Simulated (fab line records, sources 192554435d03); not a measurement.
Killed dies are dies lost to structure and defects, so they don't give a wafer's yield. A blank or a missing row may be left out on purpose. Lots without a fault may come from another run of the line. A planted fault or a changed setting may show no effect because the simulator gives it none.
Problem report in the 8D (eight disciplines) form, filled by code | flow n5_finfet | the parts of the form that need people (team, actions taken, sign-off) are left out

1. THE PROBLEM
M3_ILD_THK at N5_BEOL_M3_THK_MEAS_01 reads a mean of 121.7 nm on 3 wafers of 3 lots; wafers without a fault read 78.9 nm with a standard deviation of 0.97. That is +44 standard deviations from the usual mean.
First seen on wafer L598.6, day 7 18:33, on film_metro-01. The record holds 28 wafers of 10 lots with a number at this step. Rule for "out", or "out of limits": more than 4 standard deviations from the usual mean. The other wafers with a number count as sound.

2. WHAT IT IS AND WHAT IT IS NOT
question                    | is                           | is not
which readings at this step | M3_ILD_THK                   | -
which lots                  | L598, L599, L600             | L594, L596, L609, L612, L615, L616, L617
which wafers of those lots  | L598.6, L599.6, L600.4       | L598.3, L598.5, L599.2, L600.2
read on which gauges        | film_metro-01, film_metro-02 | -
when                        | from day 7 18:33             | up to then (8 sound wafers); but 17 sound wafers of L599, L600, L609, L612, L615, L616, L617 came after

3. SUSPECTS, AND WHAT RULES EACH OUT
Counting: a tool at a process step up to the reading stays a suspect if it ran every lot that is out. Sound lots after the first of them don't rule it out here, since some wafers of a struck lot are sound.
- the gauge at N5_BEOL_M3_THK_MEAS_01: ruled out. The wafers that are out were read on 2 gauges (film_metro-01, film_metro-02).
- pecvd-02 at N5_BEOL_M3_ILD_DEP_00 (deposits SiOC from DEMS/O2, target thk 79 nm, time 15.3 s): kept. It ran every lot that is out, first L598 (day 7 18:29); its last sound lot up to then is L596 (day 7 03:35).
Left after counting: pecvd-02 at N5_BEOL_M3_ILD_DEP_00.

4. THE CAUSE (what the simulator had put in)
Process parameter drift: pecvd-02, from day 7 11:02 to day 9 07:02, at N5_BEOL_M3_ILD_DEP_00. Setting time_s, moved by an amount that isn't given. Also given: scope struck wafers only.
Counting left only this tool.

5. THE CHAIN OF EFFECTS, in route order
Each row: a reading whose mean over the struck wafers that have a number lies more than 3 standard deviations from the usual. Only readings for which the record gives a usual standard deviation are gone through. hours: the time from each lot's start at the first step in this table that gives one to its start at this step, as a median over the lots. sigmas: the change in usual standard deviations.
hours | step                    | reading              | usual   | on struck wafers | change | sigmas
0     | N5_BEOL_M3_THK_MEAS_01  | M3_ILD_THK           | 78.9 nm | 121.7            | +42.8  | +44
131   | N5_PASSIVATION_PROBE_49 | defect_limited_yield | 91.0 %  | 0.0              | -91.0  | -61
131   | N5_PASSIVATION_PROBE_49 | killed_at_M0_to_M3   | 34      | 1121             | +1087  | +99 or more
131   | N5_PASSIVATION_PROBE_49 | killed_dies          | 106     | 1180             | +1074  | +63
131   | N5_PASSIVATION_PROBE_49 | killed_on_rim        | 14      | 152              | +138   | +32
131   | N5_PASSIVATION_PROBE_49 | sort_bin_5_function  | 5.2 %   | 96.8             | +91.6  | +97
131   | N5_PASSIVATION_PROBE_49 | sort_n_pass          | 1074    | 0                | -1074  | -63
131   | N5_PASSIVATION_PROBE_49 | sort_yield_pct       | 91.0 %  | 0.0              | -91.0  | -61
The process steps in it:
- N5_PASSIVATION_PROBE_49

6. WHAT WOULD HAVE CAUGHT IT SOONER
In this record the first reading out of limits at a measuring or inspecting step was taken at day 7 18:33, 8 hours after the fault began at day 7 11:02.
Of the tool readings at N5_BEOL_M3_ILD_DEP_00 for which the record gives a usual standard deviation, none was out on any struck wafer, so an alarm limit of 4 standard deviations on them would not have fired.
Of the lots that are out (3), L599, L600 began N5_BEOL_M3_ILD_DEP_00 on pecvd-02 after day 7 18:33. A hold on the tool at that time would have spared those 2.
